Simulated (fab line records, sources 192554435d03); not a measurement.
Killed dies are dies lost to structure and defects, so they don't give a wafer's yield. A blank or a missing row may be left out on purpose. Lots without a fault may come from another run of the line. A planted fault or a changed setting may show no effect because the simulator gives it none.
A struck lot beside a sound one | flow n5_finfet | 18 steps out of a route of 1938
Sound: wafers L689.1, L689.5, L689.6. Struck: wafer L702.1. (L702.6 of the same lot was not struck and is left out.) The cause comes at the end.
At each step with rows: each side's tool, then ch and its chambers, then its first start. Under that, the readings that differ: sound wafers | struck wafers | difference of the means | sigmas: that difference in standard deviations of wafers without a fault.
alike: readings whose means differ by less than 2 such deviations, and words and numbers that are the same on both sides. not compared: withheld readings, readings that some wafer has no value for, bounds like >300 that may hide the same value, and numbers for which the record gives no deviation and whose values overlap.
The two part at a step that has a row with sigmas, a row that says differs or no value, or rows on one side only. Numbers that don't overlap but have no deviation are shown without sigmas and don't part them. A reading that every wafer of one side lacks parts them only if that side has two wafers or more.

first, 5 steps without rows for these wafers: N5_SD_EPI_N_EBR_05; N5_SD_EPI_N_SOFTBAKE_04 (time 60 s); N5_SD_EPI_N_EXPOSE_06 (exposes mask SD N BLK, target cd 120 nm); N5_SD_EPI_N_PEB_07 (peb time 60 s); N5_SD_EPI_N_DEVELOP_08 (develop time 30 s).
N5_SD_EPI_N_CD_MEAS_09: target cd 120 nm.
  sound on cd_sem-02 ch 0, day 3 04:28; struck on cd_sem-02 ch 0, day 6 09:38
  alike: cd_nm
N5_SD_EPI_N_OVL_MEAS_10:
  sound on overlay-02 ch 0, day 3 04:29; struck on overlay-01 ch 0, day 6 09:40
  alike: SD_N_BLK_OVL
N5_SD_EPI_N_INSPECT_11: inspects for defects (macro).
  sound on defect_inspect-01, day 3 04:31; struck on defect_inspect-01, day 6 09:41
  alike: raw_defect_count
N5_SD_EPI_N_DESCUM_14: chemistry O2, time 7.9 s.
  sound on rie_diel-01 ch 0,1,2, day 3 04:33; struck on rie_diel-01 ch 2, day 6 09:46
  alike: drypump_motor_current_A, oes_product_au, rf_vpp_V, showerhead_plenum_p_Torr, throttle_valve_pct
  not compared: rf_hours_counter_h
N5_SD_EPI_N_ETCH_34: etches SiARC in CF4, target depth 45.5 nm, time 75.8 s.
  sound on rie_diel-01 ch 0,1,2, day 3 04:35; struck on rie_diel-01 ch 2, day 6 09:48
  alike: drypump_motor_current_A, etch_rf_on_time_s, mfc_ar_sccm, oes_product_au, rf_vpp_V, showerhead_plenum_p_Torr, throttle_valve_pct
  not compared: rf_hours_counter_h
N5_SD_EPI_N_ETCH_35: etches SOC in N2/H2, overetch 108 nm, time 486 s.
  sound on rie_diel-01 ch 0,1,2, day 3 04:38; struck on rie_diel-01 ch 2, day 6 09:52
  alike: drypump_motor_current_A, oes_product_au, rf_vpp_V, showerhead_plenum_p_Torr, throttle_valve_pct
  not compared: rf_hours_counter_h
then, 1 step without rows for these wafers: N5_SD_EPI_N_STRIP_36 (strips in N2/H2).
N5_SD_EPI_N_ETCHBACK_44: etches SiNx in CH3F/O2, stops on SiO2, target depth 14.5 nm.
  sound on rie_diel-01 ch 0,1,2, day 3 04:58; struck on rie_diel-01 ch 2, day 6 10:11
  reading                                     | sound          | struck | difference | sigmas
  model.SiARC_of_SD_EPI_N_COAT_33.thk_nm (nm) | 15.8 15.4 15.6 | 13.6   | -2.0       |
  alike: drypump_motor_current_A, mfc_ar_sccm, oes_product_au, rf_vpp_V, showerhead_plenum_p_Torr, throttle_valve_pct
  not compared: rf_hours_counter_h
N5_SD_EPI_N_ETCH_45: etches SiOCN in CH3F/O2, target depth 6 nm.
  sound on rie_diel-01 ch 0,1,2, day 3 05:04; struck on rie_diel-01 ch 2, day 6 10:17
  alike: drypump_motor_current_A, mfc_ar_sccm, oes_product_au, rf_vpp_V, showerhead_plenum_p_Torr, throttle_valve_pct
  not compared: rf_hours_counter_h
N5_SD_EPI_N_ETCH_16: etches SiO2 in CHF3/O2, target depth 5 nm.
  sound on rie_diel-01 ch 0,1,2, day 3 05:10; struck on rie_diel-01 ch 2, day 6 10:23
  reading                                     | sound          | struck | difference | sigmas
  model.SiARC_of_SD_EPI_N_COAT_33.thk_nm (nm) | 12.2 11.6 11.8 | 10     | -2         |
  alike: drypump_motor_current_A, mfc_ar_sccm, oes_product_au, rf_vpp_V, showerhead_plenum_p_Torr, throttle_valve_pct
  not compared: rf_hours_counter_h
then, 1 step without rows for these wafers: N5_SD_EPI_N_STRIP_47 (strips in CHF3/O2).
-- the record jumps here: 6 days lie between the struck wafers' starts before and after (it left off in module SD_EPI_N and takes up again in module BEOL_M4, whose first step shown is number 1111 of the route) --
N5_BEOL_M4_RC_MEAS_101:
  sound on prober-02 ch 0, day 7 14:16; struck on prober-01 ch 0, day 12 04:02
  reading       | sound             | struck | difference | sigmas
  ION_N (uA/um) | 680 686 678       | 699    | +18        | +2
  VT_N (mV)     | 249.2 251.2 249.5 | 244.6  | -5.4       | -2
  alike: DIBL_N, DIBL_P, IOFF_N, IOFF_P, ION_P, SS_N, SS_P, VT_P
N5_PASSIVATION_PROBE_49:
  the record has rows for the sound wafers here (prober-02, day 12 02:19) and none for the struck ones

WHERE THEY PART
First at N5_BEOL_M4_RC_MEAS_101; last, within this record, at N5_PASSIVATION_PROBE_49.

WHY: what the simulator had put in
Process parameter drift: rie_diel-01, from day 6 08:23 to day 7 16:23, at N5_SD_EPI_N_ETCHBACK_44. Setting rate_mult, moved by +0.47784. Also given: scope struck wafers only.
